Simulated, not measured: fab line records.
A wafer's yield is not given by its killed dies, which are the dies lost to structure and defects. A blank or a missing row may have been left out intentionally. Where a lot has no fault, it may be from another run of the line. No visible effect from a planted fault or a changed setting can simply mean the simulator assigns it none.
Matching of chambers / flow n5-finfet / N5_BEOL_M8_ETCH_62 on rie-diel-04: 4 sister chambers
The step etches SOC in N2/H2, target depth 110 nm, overetch 22 nm, time 165 s. 30 wafers are shown with their chamber, then 12 later ones without.

== WAFERS PAIRED WITH THEIR CHAMBERS ==
wafer=L074.1; chamber=2; drypump-motor-current-A (A)=5.4; showerhead-plenum-p-Torr (Torr)=2.62; throttle-valve-pct (%)=18.2
wafer=L074.2; chamber=3; drypump-motor-current-A (A)=5.2; showerhead-plenum-p-Torr (Torr)=2.51; throttle-valve-pct (%)=18.4
wafer=L074.3; chamber=1; drypump-motor-current-A (A)=6.6; showerhead-plenum-p-Torr (Torr)=2.47; throttle-valve-pct (%)=17.8
wafer=L075.2; chamber=2; drypump-motor-current-A (A)=5.4; showerhead-plenum-p-Torr (Torr)=2.62; throttle-valve-pct (%)=18.1
wafer=L075.3; chamber=0; drypump-motor-current-A (A)=5.8; showerhead-plenum-p-Torr (Torr)=2.60; throttle-valve-pct (%)=17.3
wafer=L075.6; chamber=1; drypump-motor-current-A (A)=6.6; showerhead-plenum-p-Torr (Torr)=2.47; throttle-valve-pct (%)=17.8
wafer=L076.2; chamber=3; drypump-motor-current-A (A)=5.2; showerhead-plenum-p-Torr (Torr)=2.51; throttle-valve-pct (%)=18.4
wafer=L076.5; chamber=3; drypump-motor-current-A (A)=5.2; showerhead-plenum-p-Torr (Torr)=2.51; throttle-valve-pct (%)=18.4
wafer=L076.6; chamber=0; drypump-motor-current-A (A)=5.9; showerhead-plenum-p-Torr (Torr)=2.60; throttle-valve-pct (%)=17.3
wafer=L077.1; chamber=3; drypump-motor-current-A (A)=5.2; showerhead-plenum-p-Torr (Torr)=2.51; throttle-valve-pct (%)=18.4
wafer=L077.2; chamber=2; drypump-motor-current-A (A)=5.4; showerhead-plenum-p-Torr (Torr)=2.61; throttle-valve-pct (%)=18.2
wafer=L077.5; chamber=0; drypump-motor-current-A (A)=5.9; showerhead-plenum-p-Torr (Torr)=2.60; throttle-valve-pct (%)=17.3
wafer=L080.2; chamber=1; drypump-motor-current-A (A)=6.6; showerhead-plenum-p-Torr (Torr)=2.47; throttle-valve-pct (%)=17.8
wafer=L080.3; chamber=0; drypump-motor-current-A (A)=5.9; showerhead-plenum-p-Torr (Torr)=2.59; throttle-valve-pct (%)=17.3
wafer=L080.6; chamber=0; drypump-motor-current-A (A)=5.9; showerhead-plenum-p-Torr (Torr)=2.59; throttle-valve-pct (%)=17.3
wafer=L082.2; chamber=1; drypump-motor-current-A (A)=6.6; showerhead-plenum-p-Torr (Torr)=2.46; throttle-valve-pct (%)=17.8
wafer=L082.3; chamber=2; drypump-motor-current-A (A)=5.4; showerhead-plenum-p-Torr (Torr)=2.61; throttle-valve-pct (%)=17.8
wafer=L082.6; chamber=1; drypump-motor-current-A (A)=6.5; showerhead-plenum-p-Torr (Torr)=2.46; throttle-valve-pct (%)=17.8
wafer=L083.3; chamber=0; drypump-motor-current-A (A)=5.9; showerhead-plenum-p-Torr (Torr)=2.59; throttle-valve-pct (%)=17.4
wafer=L083.4; chamber=2; drypump-motor-current-A (A)=5.4; showerhead-plenum-p-Torr (Torr)=2.61; throttle-valve-pct (%)=17.8
wafer=L083.5; chamber=0; drypump-motor-current-A (A)=5.9; showerhead-plenum-p-Torr (Torr)=2.59; throttle-valve-pct (%)=17.4
wafer=L084.1; chamber=3; drypump-motor-current-A (A)=5.2; showerhead-plenum-p-Torr (Torr)=2.51; throttle-valve-pct (%)=18.0
wafer=L084.2; chamber=0; drypump-motor-current-A (A)=5.9; showerhead-plenum-p-Torr (Torr)=2.59; throttle-valve-pct (%)=17.4
wafer=L084.4; chamber=1; drypump-motor-current-A (A)=6.6; showerhead-plenum-p-Torr (Torr)=2.46; throttle-valve-pct (%)=17.8
wafer=L085.1; chamber=1; drypump-motor-current-A (A)=6.6; showerhead-plenum-p-Torr (Torr)=2.46; throttle-valve-pct (%)=17.8
wafer=L085.4; chamber=0; drypump-motor-current-A (A)=5.9; showerhead-plenum-p-Torr (Torr)=2.59; throttle-valve-pct (%)=17.4
wafer=L085.5; chamber=3; drypump-motor-current-A (A)=5.2; showerhead-plenum-p-Torr (Torr)=2.50; throttle-valve-pct (%)=18.1
wafer=L087.4; chamber=0; drypump-motor-current-A (A)=5.9; showerhead-plenum-p-Torr (Torr)=2.59; throttle-valve-pct (%)=17.4
wafer=L087.5; chamber=3; drypump-motor-current-A (A)=5.2; showerhead-plenum-p-Torr (Torr)=2.50; throttle-valve-pct (%)=18.1
wafer=L087.6; chamber=1; drypump-motor-current-A (A)=6.6; showerhead-plenum-p-Torr (Torr)=2.46; throttle-valve-pct (%)=17.8

SIGNATURES (averages over the wafers above)
reading=drypump-motor-current-A; chamber 0=5.890; chamber 1=6.587; chamber 2=5.400; chamber 3=5.200; scatter within a chamber=0.0261
reading=showerhead-plenum-p-Torr; chamber 0=2.5930; chamber 1=2.4638; chamber 2=2.6140; chamber 3=2.5071; scatter within a chamber=0.00504
reading=throttle-valve-pct; chamber 0=17.350; chamber 1=17.800; chamber 2=18.020; chamber 3=18.257; scatter within a chamber=0.122
Rule: for each reading, subtract the chamber's mean from the wafer's reading, divide by that reading's scatter and square the result; add these up over the readings and take the root, which gives the wafer's distance from the chamber. If the next closest chamber is less than 2 further off than the closest, the wafer can't be placed; otherwise it belongs to the closest. The scatter: take each reading less its chamber's mean, square it, sum over the shown wafers, divide by the number of wafers less the number of chambers, and take the root.

== WAFERS WITH NO CHAMBER GIVEN ==
wafer=L091.1; drypump-motor-current-A (A)=6.6; showerhead-plenum-p-Torr (Torr)=2.45; throttle-valve-pct (%)=17.8
wafer=L091.4; drypump-motor-current-A (A)=5.9; showerhead-plenum-p-Torr (Torr)=2.58; throttle-valve-pct (%)=17.4
wafer=L091.5; drypump-motor-current-A (A)=5.4; showerhead-plenum-p-Torr (Torr)=2.60; throttle-valve-pct (%)=17.8
wafer=L093.1; drypump-motor-current-A (A)=6.6; showerhead-plenum-p-Torr (Torr)=2.45; throttle-valve-pct (%)=17.8
wafer=L093.3; drypump-motor-current-A (A)=5.9; showerhead-plenum-p-Torr (Torr)=2.58; throttle-valve-pct (%)=17.4
wafer=L093.4; drypump-motor-current-A (A)=5.4; showerhead-plenum-p-Torr (Torr)=2.60; throttle-valve-pct (%)=17.8
wafer=L094.4; drypump-motor-current-A (A)=5.4; showerhead-plenum-p-Torr (Torr)=2.60; throttle-valve-pct (%)=17.8
wafer=L094.5; drypump-motor-current-A (A)=5.4; showerhead-plenum-p-Torr (Torr)=2.60; throttle-valve-pct (%)=17.8
wafer=L094.6; drypump-motor-current-A (A)=5.2; showerhead-plenum-p-Torr (Torr)=2.50; throttle-valve-pct (%)=18.1
wafer=L095.2; drypump-motor-current-A (A)=5.2; showerhead-plenum-p-Torr (Torr)=2.50; throttle-valve-pct (%)=18.1
wafer=L095.3; drypump-motor-current-A (A)=6.6; showerhead-plenum-p-Torr (Torr)=2.45; throttle-valve-pct (%)=17.9
wafer=L095.5; drypump-motor-current-A (A)=6.6; showerhead-plenum-p-Torr (Torr)=2.45; throttle-valve-pct (%)=17.8

== WHICH CHAMBER EACH WENT THROUGH ==
wafer=L091.1; from the rows above=1; in truth=1
wafer=L091.4; from the rows above=0; in truth=0
wafer=L091.5; from the rows above=2; in truth=2
wafer=L093.1; from the rows above=1; in truth=1
wafer=L093.3; from the rows above=0; in truth=0
wafer=L093.4; from the rows above=2; in truth=2
wafer=L094.4; from the rows above=2; in truth=2
wafer=L094.5; from the rows above=2; in truth=2
wafer=L094.6; from the rows above=3; in truth=3
wafer=L095.2; from the rows above=3; in truth=3
wafer=L095.3; from the rows above=1; in truth=1
wafer=L095.5; from the rows above=1; in truth=1
Placed correctly: 12 of 12. Left unplaced by these rows: 0. Placed wrongly: 0.
